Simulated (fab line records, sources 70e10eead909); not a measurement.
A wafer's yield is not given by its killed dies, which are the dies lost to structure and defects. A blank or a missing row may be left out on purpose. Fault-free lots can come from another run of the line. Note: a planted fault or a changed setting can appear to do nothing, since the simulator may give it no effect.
Which of the tools did it? || flow nand harc || at 1 step of a route of 1159, 24 lots with 72 wafers sampled

## WHAT THE GAUGES READ, wafer by wafer
NHARC_A_SOURCE_PLATE_THK_MEAS_06: measures by ellipsometry.
{"lot": "L074", "measured": "day 7 13:08", "on": "film metro-01", "thk nm (nm)": "196.4 198.8 196.7"}
{"lot": "L075", "measured": "day 7 19:08", "on": "film metro-02", "thk nm (nm)": "198.0 198.1 197.6"}
{"lot": "L076", "measured": "day 7 23:03", "on": "film metro-02", "thk nm (nm)": "198.5 198.0 200.5"}
{"lot": "L077", "measured": "day 8 03:10", "on": "film metro-01", "thk nm (nm)": "201.7 199.7 199.0"}
{"lot": "L078", "measured": "day 8 13:38", "on": "film metro-02", "thk nm (nm)": "200.9 201.9 199.7"}
{"lot": "L079", "measured": "day 9 01:24", "on": "film metro-01", "thk nm (nm)": "197.1 202.6 197.7"}
{"lot": "L080", "measured": "day 9 01:24", "on": "film metro-02", "thk nm (nm)": "202.4 201.2 200.8"}
{"lot": "L082", "measured": "day 9 09:45", "on": "film metro-01", "thk nm (nm)": "199.8 198.3 197.5"}
{"lot": "L081", "measured": "day 9 09:45", "on": "film metro-02", "thk nm (nm)": "198.9 200.5 196.9"}
{"lot": "L084", "measured": "day 9 21:16", "on": "film metro-01", "thk nm (nm)": "201.3 200.5 199.5"}
{"lot": "L083", "measured": "day 9 21:16", "on": "film metro-02", "thk nm (nm)": "196.1 194.9 195.3"}
{"lot": "L087", "measured": "day 10 14:07", "on": "film metro-01", "thk nm (nm)": "202.0 204.1 202.6"}
{"lot": "L085", "measured": "day 10 14:07", "on": "film metro-02", "thk nm (nm)": "201.1 199.6 201.3"}
{"lot": "L086", "measured": "day 10 14:07", "on": "film metro-01", "thk nm (nm)": "199.1 198.3 199.5"}
{"lot": "L088", "measured": "day 11 02:17", "on": "film metro-02", "thk nm (nm)": "198.9 200.3 200.1"}
{"lot": "L090", "measured": "day 11 12:02", "on": "film metro-02", "thk nm (nm)": "202.1 199.6 199.3"}
{"lot": "L089", "measured": "day 11 12:02", "on": "film metro-01", "thk nm (nm)": "199.1 199.2 199.6"}
{"lot": "L091", "measured": "day 11 12:04", "on": "film metro-02", "thk nm (nm)": "199.7 200.4 202.8"}
{"lot": "L092", "measured": "day 12 00:29", "on": "film metro-02", "thk nm (nm)": "200.4 199.1 197.8"}
{"lot": "L093", "measured": "day 12 09:43", "on": "film metro-01", "thk nm (nm)": "200.9 199.8 202.3"}
{"lot": "L094", "measured": "day 12 09:43", "on": "film metro-02", "thk nm (nm)": "201.0 201.8 201.4"}
{"lot": "L095", "measured": "day 12 18:10", "on": "film metro-02", "thk nm (nm)": "197.4 200.6 198.6"}
{"lot": "L096", "measured": "day 12 18:10", "on": "film metro-01", "thk nm (nm)": "203.2 201.2 200.5"}
{"lot": "L097", "measured": "day 12 22:17", "on": "film metro-02", "thk nm (nm)": "198.5 196.6 200.3"}

## WHAT TOOL EACH LOT RAN ON (gives the tool, then ch and the chambers of the sampled wafers, and finally the start)
The record holds no process step before these readings.

## AS READ BY THE TOOLS THEMSELVES (means over the sampled wafers that have a number; for cases with no such wafer, the mark the record gives instead)
The record holds no such reading with a usual standard deviation.

## THE ANSWER, worked out from the rows above alone
Rule: what is usual is taken from the lots themselves. Put in order of their means at a reading, lots are off if they are a third of the lots or fewer, leave a main group of 4 or more, and stand apart from it by a gap of 3 or more times the standard deviation of the main group's means; of several such gaps the widest counts. A main group whose means are all the same, to the digits that the tables above print for the reading, isn't used. A lot without any number at a reading at which 4 lots or more have one is off too. All remaining lots with rows at the step are treated as sound. Order of review: gauges by route order, followed by the tools' own readings, for which a lot's mean as printed above is used. The first step at which some lot is off is used, and at that step the reading that is off furthest; a lot without a number counts as furthest.
No lot is off at any reading shown: from this, nothing can be told.

## WHAT HAD BEEN PUT IN BY THE SIMULATOR
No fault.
